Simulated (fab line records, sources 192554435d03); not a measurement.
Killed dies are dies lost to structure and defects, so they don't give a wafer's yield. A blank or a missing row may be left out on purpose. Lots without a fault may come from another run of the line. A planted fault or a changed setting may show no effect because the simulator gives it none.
fab line records | flow n5_finfet
record lots=24 wafers=72 last_day=20
route steps=1938 shown BEOL_M5@1126
lots that met no fault: from a run of the same line without faults
start_h: hours from the record's first day to the start of the lot's first wafer shown | wait_h: hours since the lot's step before | " the same as in the row above | L1.1+2: a row that stands for several wafers | - no value, or no start given | * or withheld: withheld | < > ~ a bound
route shown NAME@n: a module of which the file shows steps, and the number in the route of the first | usual: mean/standard deviation of fault-free wafers | same: alike in all rows | chamber/n: place in a boat | sites: the reading at each site | _std_site: their standard deviation | _edge_site: outer sites' mean less inner sites' | radius_mm: how far each site lies from the wafer's centre | mask NAME#n: copy n | behind: the tool/chamber that last shaped the wafer | hold: why the lot was held/for how many hours/how that ended | device: the transistor (n, p or np) that didn't switch | end of line: the same wafers' tests at the end of the route | a step without rows: its recipe alone | killed: dies lost to structure and defects at the first sort, not the wafer's yield | map: a wafer's dies, x killed, . not, _ none there
set.NAME: the setting as run; set.NAME@STEP: as run at that earlier step | model.NAME: the simulator's own value behind a step, which no gauge read
steps of the route over a sample of lots; a table a step, a row a wafer
services: from which hour (start_h, from the record's first day; less than 0 if before it) a tool's chamber was out of use, for how many hours, and why
## steps
# step N5_BEOL_M5_CD_MEAS_11
# recipe target_cd_nm=27.74 landing_energy_ev=500 detector=se_inlens
# usual cd_nm=27.99/0.22
# columns lot.wafer tool chamber start_h wait_h cd_nm
L074.1 cd_sem-03 0 195.57 - 28.23
L074.4 " 0 " " 27.99
L074.6 " 0 " " 28.26
L076.2 cd_sem-01 0 199.81 - 28.20
L076.3 " 0 " " 27.84
L076.5 " 0 " " 28.45
L075.1 cd_sem-03 0 205.61 - 28.15
L075.4 " 0 " " 28.17
L075.5 " 0 " " 27.80
L079.4 cd_sem-03 0 226.16 - 27.83
L079.5 " 0 " " 28.09
L079.6 " 0 " " 27.56
L077.1 cd_sem-02 0 226.62 - 27.73
L077.4 " 0 " " 28.26
L077.5 " 0 " " 28.02
L078.1 cd_sem-03 0 233.10 - 27.91
L078.4 " 0 " " 28.13
L078.6 " 0 " " 28.08
L081.1 cd_sem-02 0 233.65 - 27.81
L081.4 " 0 " " 28.19
L081.5 " 0 " " 28.36
L080.2 cd_sem-03 0 236.22 - 27.97
L080.3 " 0 " " 27.91
L080.6 " 0 " " 28.06
L083.1 cd_sem-01 0 250.17 - 28.22
L083.4 " 0 " " 28.20
L083.6 " 0 " " 27.99
L082.1 cd_sem-02 0 257.58 - 27.62
L082.5 " 0 " " 28.13
L082.6 " 0 " " 28.07
L084.2 cd_sem-01 0 266.27 - 27.65
L084.3 " 0 " " 27.63
L084.5 " 0 " " 27.83
L085.3 cd_sem-02 0 267.97 - 27.91
L085.4 " 0 " " 27.50
L085.5 " 0 " " 28.07
L086.1 cd_sem-03 0 268.51 - 28.04
L086.4 " 0 " " 27.79
L086.5 " 0 " " 28.00
L087.4 cd_sem-03 0 274.98 - 28.26
L087.5 " 0 " " 28.21
L087.6 " 0 " " 27.92
L089.3 cd_sem-02 0 280.78 - 28.08
L089.4 " 0 " " 27.70
L089.6 " 0 " " 27.51
L088.1 cd_sem-01 0 299.31 - 28.03
L088.4 " 0 " " 28.07
L088.6 " 0 " " 27.74
L090.1 cd_sem-03 0 301.61 - 28.11
L090.5 " 0 " " 28.04
L090.6 " 0 " " 27.76
L091.2 cd_sem-03 0 302.11 - 28.30
L091.3 " 0 " " 27.99
L091.4 " 0 " " 27.84
L092.2 cd_sem-01 0 308.63 - 28.10
L092.4 " 0 " " 28.26
L092.5 " 0 " " 27.90
L093.2 cd_sem-02 0 309.51 - 28.15
L093.3 " 0 " " 28.05
L093.4 " 0 " " 27.73
L094.2 cd_sem-03 0 319.39 - 27.78
L094.4 " 0 " " 28.14
L094.5 " 0 " " 27.83
L095.1 cd_sem-03 0 341.44 - 27.83
L095.3 " 0 " " 28.02
L095.6 " 0 " " 28.17
L096.2 cd_sem-01 0 347.87 - 27.86
L096.4 " 0 " " 27.94
L096.6 " 0 " " 28.03
L097.1 cd_sem-03 0 352.10 - 27.74
L097.2 " 0 " " 28.18
L097.5 " 0 " " 27.77
# step N5_BEOL_M5_OVL_MEAS_29
# recipe points_per_wafer=522
# usual V4_OVL=0.3/0.75
# columns lot.wafer tool chamber start_h wait_h V4_OVL[nm]
L074.1 overlay-02 0 199.11 0.0 0.9
L074.4 " 0 " " 1.1
L074.6 " 0 " " 1.5
L076.2 overlay-01 0 200.85 0.0 -0.3
L076.3 " 0 " " 0.2
L076.5 " 0 " " 1.0
L075.1 overlay-01 0 211.37 0.0 -0.4
L075.4 " 0 " " 0.1
L075.5 " 0 " " -0.9
L079.4 overlay-02 0 228.66 0.0 0.7
L079.5 " 0 " " 1.5
L079.6 " 0 " " 0.6
L077.1 overlay-02 0 228.83 0.0 1.2
L077.4 " 0 " " 1.2
L077.5 " 0 " " 0.9
L078.1 overlay-02 0 234.75 0.0 1.2
L078.4 " 0 " " 1.1
L078.6 " 0 " " 0.5
L081.1 overlay-01 0 234.80 0.0 0.9
L081.4 " 0 " " -0.5
L081.5 " 0 " " 0.6
L080.2 overlay-01 0 240.78 0.0 0.6
L080.3 " 0 " " -0.1
L080.6 " 0 " " 0.0
L083.1 overlay-02 0 251.75 0.0 -1.0
L083.4 " 0 " " 0.2
L083.6 " 0 " " -0.1
L082.1 overlay-02 0 258.66 0.0 0.3
L082.5 " 0 " " -0.3
L082.6 " 0 " " 1.1
L084.2 overlay-02 0 267.43 0.0 -1.8
L084.3 " 0 " " 0.7
L084.5 " 0 " " 0.2
L086.1 overlay-01 0 273.65 0.0 0.6
L086.4 " 0 " " 0.6
L086.5 " 0 " " -0.6
L085.3 overlay-01 0 273.84 0.0 -0.8
L085.4 " 0 " " 0.0
L085.5 " 0 " " -0.6
L087.4 overlay-02 0 282.04 0.0 0.2
L087.5 " 0 " " -0.9
L087.6 " 0 " " -0.1
L089.3 overlay-01 0 282.08 0.0 0.6
L089.4 " 0 " " -0.3
L089.6 " 0 " " -0.6
L088.1 overlay-02 0 300.56 0.0 0.9
L088.4 " 0 " " 0.7
L088.6 " 0 " " -0.1
L090.1 overlay-02 0 303.80 0.0 0.4
L090.5 " 0 " " 0.1
L090.6 " 0 " " 0.1
L091.2 overlay-01 0 303.99 0.0 0.4
L091.3 " 0 " " -0.6
L091.4 " 0 " " -0.5
L092.2 overlay-01 0 309.62 0.0 0.7
L092.4 " 0 " " 0.2
L092.5 " 0 " " 0.9
L093.2 overlay-01 0 313.60 0.0 -0.3
L093.3 " 0 " " 0.5
L093.4 " 0 " " 0.6
L094.2 overlay-01 0 321.71 0.0 0.9
L094.4 " 0 " " 0.9
L094.5 " 0 " " 0.7
L095.1 overlay-02 0 343.67 0.0 -0.4
L095.3 " 0 " " 0.5
L095.6 " 0 " " 0.2
L096.2 overlay-02 0 350.33 0.0 0.1
L096.4 " 0 " " 1.2
L096.6 " 0 " " 1.0
L097.1 overlay-01 0 355.84 0.0 -0.4
L097.2 " 0 " " 0.4
L097.5 " 0 " " 0.3
# step N5_BEOL_M5_INSPECT_30
# recipe mode=adi inspect_instrument=brightfield
# usual raw_defect_count=390/93
# columns lot.wafer tool chamber start_h wait_h raw_defect_count
L074.1 defect_inspect-02 - 199.16 0.1 510
L074.4 " - " " 341
L074.6 " - " " 341
L076.2 defect_inspect-01 - 200.90 0.0 397
L076.3 " - " " 287
L076.5 " - " " 417
L075.1 defect_inspect-02 - 211.43 0.1 767
L075.4 " - " " 582
L075.5 " - " " 462
L079.4 defect_inspect-02 - 228.70 0.0 363
L079.5 " - " " 447
L079.6 " - " " 486
L077.1 defect_inspect-01 - 228.88 0.1 401
L077.4 " - " " 431
L077.5 " - " " 438
L078.1 defect_inspect-01 - 234.81 0.1 378
L078.4 " - " " 320
L078.6 " - " " 373
L081.1 defect_inspect-01 - 234.86 0.1 618
L081.4 " - " " 357
L081.5 " - " " 559
L080.2 defect_inspect-02 - 240.83 0.0 450
L080.3 " - " " 395
L080.6 " - " " 344
L083.1 defect_inspect-02 - 251.80 0.1 290
L083.4 " - " " 288
L083.6 " - " " 385
L082.1 defect_inspect-02 - 258.72 0.1 454
L082.5 " - " " 523
L082.6 " - " " 344
L084.2 defect_inspect-01 - 267.48 0.0 346
L084.3 " - " " 294
L084.5 " - " " 281
L086.1 defect_inspect-02 - 273.71 0.1 221
L086.4 " - " " 289
L086.5 " - " " 240
L085.3 defect_inspect-02 - 273.89 0.0 445
L085.4 " - " " 501
L085.5 " - " " 482
L087.4 defect_inspect-02 - 282.08 0.0 392
L087.5 " - " " 329
L087.6 " - " " 364
L089.3 defect_inspect-02 - 282.13 0.0 541
L089.4 " - " " 507
L089.6 " - " " 465
L088.1 defect_inspect-02 - 300.62 0.1 400
L088.4 " - " " 430
L088.6 " - " " 473
L090.1 defect_inspect-02 - 303.86 0.1 267
L090.5 " - " " 350
L090.6 " - " " 416
L091.2 defect_inspect-02 - 304.04 0.0 410
L091.3 " - " " 305
L091.4 " - " " 265
L092.2 defect_inspect-01 - 309.67 0.0 396
L092.4 " - " " 323
L092.5 " - " " 391
L093.2 defect_inspect-01 - 313.65 0.0 354
L093.3 " - " " 336
L093.4 " - " " 309
L094.2 defect_inspect-01 - 321.77 0.0 365
L094.4 " - " " 431
L094.5 " - " " 424
L095.1 defect_inspect-01 - 343.73 0.1 410
L095.3 " - " " 313
L095.6 " - " " 302
L096.2 defect_inspect-01 - 350.38 0.0 382
L096.4 " - " " 323
L096.6 " - " " 279
L097.1 defect_inspect-01 - 355.91 0.1 331
L097.2 " - " " 264
L097.5 " - " " 313
# step N5_BEOL_M5_OCD_MEAS_38
# usual trench_depth_nm=71.0/1.1
# columns lot.wafer tool chamber start_h wait_h trench_depth_nm
L074.1 ocd-02 - 199.65 - 70.8
L074.4 " - " " 71.6
L074.6 " - " " 71.5
L076.2 ocd-02 - 201.36 - 70.7
L076.3 " - " " 70.5
L076.5 " - " " 70.4
L075.1 ocd-01 - 211.88 - 73.0
L075.4 " - " " 72.8
L075.5 " - " " 72.7
L079.4 ocd-02 - 229.16 - 73.6
L079.5 " - " " 71.0
L079.6 " - " " 72.0
L077.1 ocd-02 - 229.34 - 69.7
L077.4 " - " " 69.4
L077.5 " - " " 71.0
L078.1 ocd-02 - 235.54 - 71.6
L078.4 " - " " 69.5
L078.6 " - " " 71.0
L081.1 ocd-02 - 235.58 - 70.0
L081.4 " - " " 70.1
L081.5 " - " " 71.7
L080.2 ocd-02 - 241.31 - 71.8
L080.3 " - " " 70.7
L080.6 " - " " 70.8
L083.1 ocd-01 - 252.26 - 69.4
L083.4 " - " " 69.8
L083.6 " - " " 69.5
L082.1 ocd-01 - 259.43 - 70.4
L082.5 " - " " 70.4
L082.6 " - " " 69.4
L084.2 ocd-01 - 268.07 - 71.6
L084.3 " - " " 71.3
L084.5 " - " " 70.7
L086.1 ocd-01 - 274.57 - 70.4
L086.4 " - " " 70.4
L086.5 " - " " 70.2
L085.3 ocd-01 - 274.71 - 70.5
L085.4 " - " " 70.5
L085.5 " - " " 71.3
L087.4 ocd-02 - 282.83 - 70.3
L087.5 " - " " 69.8
L087.6 " - " " 69.1
L089.3 ocd-01 - 282.89 - 72.2
L089.4 " - " " 73.4
L089.6 " - " " 73.2
L088.1 ocd-01 - 301.24 - 70.8
L088.4 " - " " 71.8
L088.6 " - " " 72.3
L090.1 ocd-01 - 304.31 - 72.7
L090.5 " - " " 71.9
L090.6 " - " " 71.7
L091.2 ocd-01 - 304.77 - 72.0
L091.3 " - " " 72.3
L091.4 " - " " 74.4
L092.2 ocd-02 - 310.45 - 72.4
L092.4 " - " " 72.8
L092.5 " - " " 71.8
L093.2 ocd-01 - 314.11 - 69.6
L093.3 " - " " 72.2
L093.4 " - " " 71.5
L094.2 ocd-02 - 323.20 - 70.1
L094.4 " - " " 70.1
L094.5 " - " " 69.9
L095.1 ocd-02 - 344.53 - 71.0
L095.3 " - " " 72.1
L095.6 " - " " 70.7
L096.2 ocd-01 - 350.83 - 70.9
L096.4 " - " " 69.9
L096.6 " - " " 69.4
L097.1 ocd-01 - 356.44 - 71.1
L097.2 " - " " 69.1
L097.5 " - " " 69.5
# step N5_BEOL_M5_DEGAS_44
# recipe ambient=vacuum temp_c=250 time_s=60
# usual heater_power_w=330/20
# columns lot.wafer tool chamber start_h wait_h heater_power_w
L074.1 pvd_sputter-01 - 200.32 0.4 292
L074.4 " - " " 343
L074.6 " - " " 284
L076.2 pvd_sputter-03 - 202.04 0.3 329
L076.3 " - " " 347
L076.5 " - " " 352
L075.1 pvd_sputter-03 - 212.49 0.4 319
L075.4 " - " " 355
L075.5 " - " " 325
L079.4 pvd_sputter-02 - 229.91 0.4 354
L079.5 " - " " 362
L079.6 " - " " 343
L077.1 pvd_sputter-02 - 230.41 0.8 345
L077.4 " - " " 353
L077.5 " - " " 327
L078.1 pvd_sputter-03 - 236.09 0.3 306
L078.4 " - " " 327
L078.6 " - " " 299
L081.1 pvd_sputter-03 - 236.17 0.3 355
L081.4 " - " " 297
L081.5 " - " " 307
L080.2 pvd_sputter-02 - 242.09 0.5 345
L080.3 " - " " 318
L080.6 " - " " 325
L083.1 pvd_sputter-03 - 254.26 1.7 318
L083.4 " - " " 329
L083.6 " - " " 320
L082.1 pvd_sputter-03 - 260.12 0.4 327
L082.5 " - " " 300
L082.6 " - " " 325
L084.2 pvd_sputter-02 - 268.65 0.2 355
L084.3 " - " " 347
L084.5 " - " " 353
L085.3 pvd_sputter-02 - 275.23 0.2 320
L085.4 " - " " 353
L085.5 " - " " 324
L086.1 pvd_sputter-01 - 275.38 0.5 317
L086.4 " - " " 337
L086.5 " - " " 337
L087.4 pvd_sputter-01 - 283.34 0.1 321
L087.5 " - " " 334
L087.6 " - " " 290
L089.3 pvd_sputter-02 - 283.51 0.2 347
L089.4 " - " " 360
L089.6 " - " " 325
L088.1 pvd_sputter-03 - 301.81 0.3 351
L088.4 " - " " 332
L088.6 " - " " 325
L090.1 pvd_sputter-03 - 305.49 0.9 301
L090.5 " - " " 350
L090.6 " - " " 321
L091.2 pvd_sputter-03 - 305.57 0.5 328
L091.3 " - " " 312
L091.4 " - " " 347
L092.2 pvd_sputter-01 - 310.98 0.2 316
L092.4 " - " " 288
L092.5 " - " " 340
L093.2 pvd_sputter-02 - 315.24 0.8 345
L093.3 " - " " 354
L093.4 " - " " 317
L094.2 pvd_sputter-01 - 325.35 1.7 340
L094.4 " - " " 290
L094.5 " - " " 337
L095.1 pvd_sputter-01 - 345.12 0.3 346
L095.3 " - " " 313
L095.6 " - " " 342
L096.2 pvd_sputter-03 - 351.69 0.6 336
L096.4 " - " " 352
L096.6 " - " " 327
L097.1 pvd_sputter-01 - 357.01 0.3 307
L097.2 " - " " 330
L097.5 " - " " 322
# step N5_BEOL_M5_ANNEAL_82
# recipe temp_c=400 time_s=1800 ambient=vacuum
# usual heater_power_w=825/51
# columns lot.wafer tool chamber start_h wait_h heater_power_w
L074.1 pvd_sputter-01 - 202.50 0.0 871
L074.4 " - " " 826
L074.6 " - " " 819
L076.2 pvd_sputter-02 - 205.24 0.0 828
L076.3 " - " " 870
L076.5 " - " " 868
L075.1 pvd_sputter-03 - 214.27 0.0 762
L075.4 " - " " 804
L075.5 " - " " 824
L079.4 pvd_sputter-01 - 231.82 0.0 853
L079.5 " - " " 851
L079.6 " - " " 813
L077.1 pvd_sputter-03 - 232.47 0.0 753
L077.4 " - " " 790
L077.5 " - " " 860
L078.1 pvd_sputter-03 - 238.05 0.0 815
L078.4 " - " " 787
L078.6 " - " " 744
L081.1 pvd_sputter-01 - 238.29 0.0 841
L081.4 " - " " 748
L081.5 " - " " 790
L080.2 pvd_sputter-02 - 244.10 0.0 884
L080.3 " - " " 787
L080.6 " - " " 868
L083.1 pvd_sputter-03 - 256.30 0.0 884
L083.4 " - " " 812
L083.6 " - " " 782
L082.1 pvd_sputter-03 - 264.03 0.0 829
L082.5 " - " " 714
L082.6 " - " " 816
L084.2 pvd_sputter-03 - 271.12 0.0 880
L084.3 " - " " 774
L084.5 " - " " 759
L085.3 pvd_sputter-01 - 279.19 0.0 838
L085.4 " - " " 708
L085.5 " - " " 807
L086.1 pvd_sputter-02 - 279.64 0.0 883
L086.4 " - " " 880
L086.5 " - " " 883
L087.4 pvd_sputter-03 - 286.82 0.0 761
L087.5 " - " " 806
L087.6 " - " " 873
L089.3 pvd_sputter-02 - 287.03 0.0 794
L089.4 " - " " 881
L089.6 " - " " 870
L088.1 pvd_sputter-02 - 304.56 0.0 874
L088.4 " - " " 800
L088.6 " - " " 862
L090.1 pvd_sputter-03 - 307.54 0.0 827
L090.5 " - " " 812
L090.6 " - " " 761
L091.2 pvd_sputter-01 - 307.72 0.0 806
L091.3 " - " " 741
L091.4 " - " " 862
L092.2 pvd_sputter-03 - 314.72 0.0 820
L092.4 " - " " 888
L092.5 " - " " 742
L093.2 pvd_sputter-01 - 317.17 0.0 708
L093.3 " - " " 853
L093.4 " - " " 790
L094.2 pvd_sputter-03 - 327.27 0.0 784
L094.4 " - " " 736
L094.5 " - " " 792
L095.1 pvd_sputter-03 - 347.79 0.0 753
L095.3 " - " " 911
L095.6 " - " " 750
L096.2 pvd_sputter-02 - 353.68 0.0 871
L096.4 " - " " 877
L096.6 " - " " 894
L097.1 pvd_sputter-02 - 358.75 0.0 880
L097.2 " - " " 882
L097.5 " - " " 821
## services
# columns tool chamber start_h hours kind
pvd_sputter-02 - 295.39 5.2 repair
## key
fault none
